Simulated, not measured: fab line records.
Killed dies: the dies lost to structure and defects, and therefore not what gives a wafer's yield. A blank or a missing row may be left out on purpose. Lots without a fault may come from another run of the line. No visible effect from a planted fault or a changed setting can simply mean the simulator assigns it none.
The tool behind it: which one? / flow nand-harc / 14 lots with 42 wafers sampled at 4 steps, on a route of 1302 steps

== WHAT THE GAUGES SHOWED, per wafer ==
Not one reading of a measure or inspect step in the record can be checked against a usual standard deviation.

== WHAT TOOL EACH LOT RAN ON (gives the tool, then ch and the chambers of the sampled wafers, and finally the start) ==
lot=L242; NHARC_A_STAIRCASE_TRIM_231=rie-diel-05 ch 0,1,3, day 17 03:05 or earlier; NHARC_A_STAIRCASE_ETCH_234=rie-diel-05 ch 0,1,2, day 17 03:05 or earlier; NHARC_A_STAIRCASE_ETCH_236=rie-diel-05 ch 1,2,3, day 17 03:05 or earlier; NHARC_A_STAIRCASE_EXPOSE_247=krf-scanner-03 ch 0, day 17 03:05
lot=L241; NHARC_A_STAIRCASE_TRIM_231=rie-diel-08 ch 0,1,3, day 17 03:24 or earlier; NHARC_A_STAIRCASE_ETCH_234=rie-diel-08 ch 1,2,3, day 17 03:24 or earlier; NHARC_A_STAIRCASE_ETCH_236=rie-diel-08 ch 1,3, day 17 03:24 or earlier; NHARC_A_STAIRCASE_EXPOSE_247=krf-scanner-02 ch 0, day 17 03:24
lot=L243; NHARC_A_STAIRCASE_TRIM_231=rie-diel-13 ch 1,2, day 17 03:38 or earlier; NHARC_A_STAIRCASE_ETCH_234=rie-diel-13 ch 1,2,3, day 17 03:38 or earlier; NHARC_A_STAIRCASE_ETCH_236=rie-diel-13 ch 1,2,3, day 17 03:38 or earlier; NHARC_A_STAIRCASE_EXPOSE_247=krf-scanner-04 ch 0, day 17 03:38
lot=L244; NHARC_A_STAIRCASE_TRIM_231=rie-diel-08 ch 1,2,3, day 18 09:04 or earlier; NHARC_A_STAIRCASE_ETCH_234=rie-diel-08 ch 0,1,3, day 18 09:04 or earlier; NHARC_A_STAIRCASE_ETCH_236=rie-diel-08 ch 0,2, day 18 09:04 or earlier; NHARC_A_STAIRCASE_EXPOSE_247=krf-scanner-02 ch 0, day 18 09:04
lot=L247; NHARC_A_STAIRCASE_TRIM_231=rie-diel-05 ch 0,1,2, day 19 09:37 or earlier; NHARC_A_STAIRCASE_ETCH_234=rie-diel-05 ch 2,3, day 19 09:37 or earlier; NHARC_A_STAIRCASE_ETCH_236=rie-diel-05 ch 0,1,2, day 19 09:37 or earlier; NHARC_A_STAIRCASE_EXPOSE_247=krf-scanner-04 ch 0, day 19 09:37
lot=L249; NHARC_A_STAIRCASE_TRIM_231=rie-diel-13 ch 0,1,2, day 21 03:44 or earlier; NHARC_A_STAIRCASE_ETCH_234=rie-diel-13 ch 0,1,3, day 21 03:44 or earlier; NHARC_A_STAIRCASE_ETCH_236=rie-diel-13 ch 0,1,2, day 21 03:44 or earlier; NHARC_A_STAIRCASE_EXPOSE_247=krf-scanner-04, day 21 03:44
lot=L251; NHARC_A_STAIRCASE_TRIM_231=rie-diel-08 ch 0,3, day 21 07:17 or earlier; NHARC_A_STAIRCASE_ETCH_234=rie-diel-08 ch 0,1,3, day 21 07:17 or earlier; NHARC_A_STAIRCASE_ETCH_236=rie-diel-08 ch 1,3, day 21 07:17 or earlier; NHARC_A_STAIRCASE_EXPOSE_247=krf-scanner-03, day 21 07:17
lot=L254; NHARC_A_STAIRCASE_TRIM_231=rie-diel-05 ch 0,1,3, day 22 17:44 or earlier; NHARC_A_STAIRCASE_ETCH_234=rie-diel-05 ch 0,2,3, day 22 17:44 or earlier; NHARC_A_STAIRCASE_ETCH_236=rie-diel-05 ch 0,1,2, day 22 17:44 or earlier; NHARC_A_STAIRCASE_EXPOSE_247=krf-scanner-02 ch 0, day 22 17:44
lot=L255; NHARC_A_STAIRCASE_TRIM_231=rie-diel-05 ch 0,2,3, day 22 18:01 or earlier; NHARC_A_STAIRCASE_ETCH_234=rie-diel-05 ch 1,2, day 22 18:01 or earlier; NHARC_A_STAIRCASE_ETCH_236=rie-diel-05 ch 0,1,2, day 22 18:01 or earlier; NHARC_A_STAIRCASE_EXPOSE_247=krf-scanner-03 ch 0, day 22 18:01
lot=L256; NHARC_A_STAIRCASE_TRIM_231=rie-diel-05 ch 0,1,3, day 23 07:23 or earlier; NHARC_A_STAIRCASE_ETCH_234=rie-diel-05 ch 0,1,3, day 23 07:23 or earlier; NHARC_A_STAIRCASE_ETCH_236=rie-diel-05 ch 0,1,3, day 23 07:23 or earlier; NHARC_A_STAIRCASE_EXPOSE_247=krf-scanner-04 ch 0, day 23 07:23
lot=L260; NHARC_A_STAIRCASE_TRIM_231=rie-diel-13 ch 0,2,3, day 25 03:46 or earlier; NHARC_A_STAIRCASE_ETCH_234=rie-diel-13 ch 0,1, day 25 03:46 or earlier; NHARC_A_STAIRCASE_ETCH_236=rie-diel-13 ch 1,2, day 25 03:46 or earlier; NHARC_A_STAIRCASE_EXPOSE_247=krf-scanner-02 ch 0, day 25 03:46
lot=L259; NHARC_A_STAIRCASE_TRIM_231=rie-diel-08 ch 1,3, day 25 04:37 or earlier; NHARC_A_STAIRCASE_ETCH_234=rie-diel-08 ch 1,2, day 25 04:37 or earlier; NHARC_A_STAIRCASE_ETCH_236=rie-diel-08 ch 0,1,3, day 25 04:37 or earlier; NHARC_A_STAIRCASE_EXPOSE_247=krf-scanner-03 ch 0, day 25 04:37
lot=L261; NHARC_A_STAIRCASE_TRIM_231=rie-diel-13 ch 0,2,3, day 25 10:01 or earlier; NHARC_A_STAIRCASE_ETCH_234=rie-diel-13 ch 0,1,3, day 25 10:01 or earlier; NHARC_A_STAIRCASE_ETCH_236=rie-diel-13 ch 0,2,3, day 25 10:01 or earlier; NHARC_A_STAIRCASE_EXPOSE_247=krf-scanner-02 ch 0, day 25 10:01
lot=L262; NHARC_A_STAIRCASE_TRIM_231=rie-diel-13 ch 0,1,2, day 26 00:48 or earlier; NHARC_A_STAIRCASE_ETCH_234=rie-diel-13 ch 1,3, day 26 00:48 or earlier; NHARC_A_STAIRCASE_ETCH_236=rie-diel-13 ch 0,1,3, day 26 00:48 or earlier; NHARC_A_STAIRCASE_EXPOSE_247=krf-scanner-04 ch 0, day 26 00:48
- NHARC_A_STAIRCASE_TRIM_231: chemistry O2, time 211.2 s.
- NHARC_A_STAIRCASE_ETCH_234: etches the open film in C4F8/O2, target depth 100 nm, time 40.5 s.
- NHARC_A_STAIRCASE_ETCH_236: etches the open film in C4F8/O2, target depth 100 nm, time 40.5 s.
- NHARC_A_STAIRCASE_EXPOSE_247: exposes mask SDS 1.

== AS READ BY THE TOOLS THEMSELVES (means over the sampled wafers that have a number; for cases with no such wafer, the mark the record gives instead) ==
NHARC_A_STAIRCASE_TRIM_231.
lot=L242; tool=rie-diel-05; drypump-motor-current-A (A)=5.9; oes-product-au (a.u.)=1.006; rf-vpp-V (V)=58.0; showerhead-plenum-p-Torr (Torr)=3.52; throttle-valve-pct (%)=17.033
lot=L241; tool=rie-diel-08; drypump-motor-current-A (A)=5.8; oes-product-au (a.u.)=1.008; rf-vpp-V (V)=58.0; showerhead-plenum-p-Torr (Torr)=3.60; throttle-valve-pct (%)=17.034
lot=L243; tool=rie-diel-13; drypump-motor-current-A (A)=6.0; oes-product-au (a.u.)=1.002; rf-vpp-V (V)=57.7; showerhead-plenum-p-Torr (Torr)=3.76; throttle-valve-pct (%)=17.037
lot=L244; tool=rie-diel-08; drypump-motor-current-A (A)=5.8; oes-product-au (a.u.)=1.000; rf-vpp-V (V)=58.3; showerhead-plenum-p-Torr (Torr)=3.70; throttle-valve-pct (%)=17.042
lot=L247; tool=rie-diel-05; drypump-motor-current-A (A)=5.9; oes-product-au (a.u.)=0.998; rf-vpp-V (V)=57.8; showerhead-plenum-p-Torr (Torr)=3.67; throttle-valve-pct (%)=17.044
lot=L249; tool=rie-diel-13; drypump-motor-current-A (A)=6.0; oes-product-au (a.u.)=0.999; rf-vpp-V (V)=57.7; showerhead-plenum-p-Torr (Torr)=3.60; throttle-valve-pct (%)=17.034
lot=L251; tool=rie-diel-08; drypump-motor-current-A (A)=5.7; oes-product-au (a.u.)=1.003; rf-vpp-V (V)=57.9; showerhead-plenum-p-Torr (Torr)=3.47; throttle-valve-pct (%)=17.032
lot=L254; tool=rie-diel-05; drypump-motor-current-A (A)=5.9; oes-product-au (a.u.)=0.999; rf-vpp-V (V)=58.5; showerhead-plenum-p-Torr (Torr)=3.67; throttle-valve-pct (%)=17.033
lot=L255; tool=rie-diel-05; drypump-motor-current-A (A)=5.8; oes-product-au (a.u.)=1.008; rf-vpp-V (V)=57.9; showerhead-plenum-p-Torr (Torr)=3.56; throttle-valve-pct (%)=17.037
lot=L256; tool=rie-diel-05; drypump-motor-current-A (A)=5.9; oes-product-au (a.u.)=1.000; rf-vpp-V (V)=58.4; showerhead-plenum-p-Torr (Torr)=3.67; throttle-valve-pct (%)=17.029
lot=L260; tool=rie-diel-13; drypump-motor-current-A (A)=5.8; oes-product-au (a.u.)=0.989; rf-vpp-V (V)=56.9; showerhead-plenum-p-Torr (Torr)=3.44; throttle-valve-pct (%)=17.044
lot=L259; tool=rie-diel-08; drypump-motor-current-A (A)=5.9; oes-product-au (a.u.)=1.015; rf-vpp-V (V)=58.3; showerhead-plenum-p-Torr (Torr)=3.66; throttle-valve-pct (%)=17.038
lot=L261; tool=rie-diel-13; drypump-motor-current-A (A)=5.7; oes-product-au (a.u.)=0.992; rf-vpp-V (V)=57.0; showerhead-plenum-p-Torr (Torr)=3.44; throttle-valve-pct (%)=17.041
lot=L262; tool=rie-diel-13; drypump-motor-current-A (A)=6.0; oes-product-au (a.u.)=0.993; rf-vpp-V (V)=57.8; showerhead-plenum-p-Torr (Torr)=3.58; throttle-valve-pct (%)=17.035

NHARC_A_STAIRCASE_ETCH_234.
lot=L242; tool=rie-diel-05; oes-product-au (a.u.)=0.944; rf-vpp-V (V)=895
lot=L241; tool=rie-diel-08; oes-product-au (a.u.)=0.955; rf-vpp-V (V)=903
lot=L243; tool=rie-diel-13; oes-product-au (a.u.)=0.954; rf-vpp-V (V)=898
lot=L244; tool=rie-diel-08; oes-product-au (a.u.)=0.967; rf-vpp-V (V)=899
lot=L247; tool=rie-diel-05; oes-product-au (a.u.)=0.939; rf-vpp-V (V)=895
lot=L249; tool=rie-diel-13; oes-product-au (a.u.)=0.955; rf-vpp-V (V)=892
lot=L251; tool=rie-diel-08; oes-product-au (a.u.)=0.938; rf-vpp-V (V)=898
lot=L254; tool=rie-diel-05; oes-product-au (a.u.)=0.936; rf-vpp-V (V)=898
lot=L255; tool=rie-diel-05; oes-product-au (a.u.)=0.930; rf-vpp-V (V)=900
lot=L256; tool=rie-diel-05; oes-product-au (a.u.)=0.943; rf-vpp-V (V)=901
lot=L260; tool=rie-diel-13; oes-product-au (a.u.)=0.952; rf-vpp-V (V)=898
lot=L259; tool=rie-diel-08; oes-product-au (a.u.)=0.945; rf-vpp-V (V)=905
lot=L261; tool=rie-diel-13; oes-product-au (a.u.)=0.931; rf-vpp-V (V)=892
lot=L262; tool=rie-diel-13; oes-product-au (a.u.)=0.946; rf-vpp-V (V)=892

NHARC_A_STAIRCASE_ETCH_236.
lot=L242; tool=rie-diel-05; oes-product-au (a.u.)=0.941; rf-vpp-V (V)=898
lot=L241; tool=rie-diel-08; oes-product-au (a.u.)=0.941; rf-vpp-V (V)=899
lot=L243; tool=rie-diel-13; oes-product-au (a.u.)=0.953; rf-vpp-V (V)=898
lot=L244; tool=rie-diel-08; oes-product-au (a.u.)=0.948; rf-vpp-V (V)=898
lot=L247; tool=rie-diel-05; oes-product-au (a.u.)=0.939; rf-vpp-V (V)=901
lot=L249; tool=rie-diel-13; oes-product-au (a.u.)=0.947; rf-vpp-V (V)=898
lot=L251; tool=rie-diel-08; oes-product-au (a.u.)=0.945; rf-vpp-V (V)=899
lot=L254; tool=rie-diel-05; oes-product-au (a.u.)=0.937; rf-vpp-V (V)=901
lot=L255; tool=rie-diel-05; oes-product-au (a.u.)=0.936; rf-vpp-V (V)=901
lot=L256; tool=rie-diel-05; oes-product-au (a.u.)=0.951; rf-vpp-V (V)=901
lot=L260; tool=rie-diel-13; oes-product-au (a.u.)=0.954; rf-vpp-V (V)=902
lot=L259; tool=rie-diel-08; oes-product-au (a.u.)=0.945; rf-vpp-V (V)=897
lot=L261; tool=rie-diel-13; oes-product-au (a.u.)=0.923; rf-vpp-V (V)=893
lot=L262; tool=rie-diel-13; oes-product-au (a.u.)=0.940; rf-vpp-V (V)=892

NHARC_A_STAIRCASE_EXPOSE_247.
lot=L242; tool=krf-scanner-03; exposure-dose-mJ-cm2=25.300; focus-offset-nm (nm)=-0.4
lot=L241; tool=krf-scanner-02; exposure-dose-mJ-cm2=25.317; focus-offset-nm (nm)=-0.0
lot=L243; tool=krf-scanner-04; exposure-dose-mJ-cm2=25.335; focus-offset-nm (nm)=-0.2
lot=L244; tool=krf-scanner-02; exposure-dose-mJ-cm2=25.306; focus-offset-nm (nm)=-0.6
lot=L247; tool=krf-scanner-04; exposure-dose-mJ-cm2=25.276; focus-offset-nm (nm)=-0.1
lot=L249; tool=krf-scanner-04; exposure-dose-mJ-cm2=-; focus-offset-nm (nm)=-
lot=L251; tool=krf-scanner-03; exposure-dose-mJ-cm2=-; focus-offset-nm (nm)=-
lot=L254; tool=krf-scanner-02; exposure-dose-mJ-cm2=25.304; focus-offset-nm (nm)=0.2
lot=L255; tool=krf-scanner-03; exposure-dose-mJ-cm2=25.289; focus-offset-nm (nm)=-0.0
lot=L256; tool=krf-scanner-04; exposure-dose-mJ-cm2=25.309; focus-offset-nm (nm)=0.5
lot=L260; tool=krf-scanner-02; exposure-dose-mJ-cm2=25.272; focus-offset-nm (nm)=-0.1
lot=L259; tool=krf-scanner-03; exposure-dose-mJ-cm2=25.275; focus-offset-nm (nm)=0.0
lot=L261; tool=krf-scanner-02; exposure-dose-mJ-cm2=25.262; focus-offset-nm (nm)=0.3
lot=L262; tool=krf-scanner-04; exposure-dose-mJ-cm2=25.301; focus-offset-nm (nm)=0.1

== THE ANSWER, worked out from the rows above alone ==
Rule: usual is defined by the lots themselves. Put in order of their means at a reading, lots are off if they are a third of the lots or fewer, leave a main group of 4 or more, and stand apart from it by a gap of 3 or more times the standard deviation of the main group's means; of several such gaps the widest counts. A main group whose means are all the same, to the digits that the tables above print for the reading, isn't used. A lot without any number at a reading at which 4 lots or more have one is off too. Where the step has rows for the other lots, those lots are counted as sound. Order of review: gauges by route order, followed by the tools' own readings, for which a lot's mean as printed above is used. At the first step where some lot is off, the reading lying furthest off is the one used; lots without a number count as furthest.
Off: L249, L251 (NHARC_A_STAIRCASE_EXPOSE_247, exposure-dose-mJ-cm2). Without a number there: L249, L251. The main group has a mean of 25.296 with a standard deviation of 0.02.
If a tool, at that step or one of the process steps before it, ran each lot that is off and ran no sound lot following the first of them, it fits. NHARC_A_STAIRCASE_TRIM_231: start missing for some lots; hours and lot order therefore follow NHARC_A_STAIRCASE_EXPOSE_247. NHARC_A_STAIRCASE_ETCH_234: start missing for some lots; hours and lot order therefore follow NHARC_A_STAIRCASE_EXPOSE_247. NHARC_A_STAIRCASE_ETCH_236: start missing for some lots; hours and lot order therefore follow NHARC_A_STAIRCASE_EXPOSE_247. Not one of the candidates tried fits.

== WHAT THE SIMULATOR HAD INSERTED ==
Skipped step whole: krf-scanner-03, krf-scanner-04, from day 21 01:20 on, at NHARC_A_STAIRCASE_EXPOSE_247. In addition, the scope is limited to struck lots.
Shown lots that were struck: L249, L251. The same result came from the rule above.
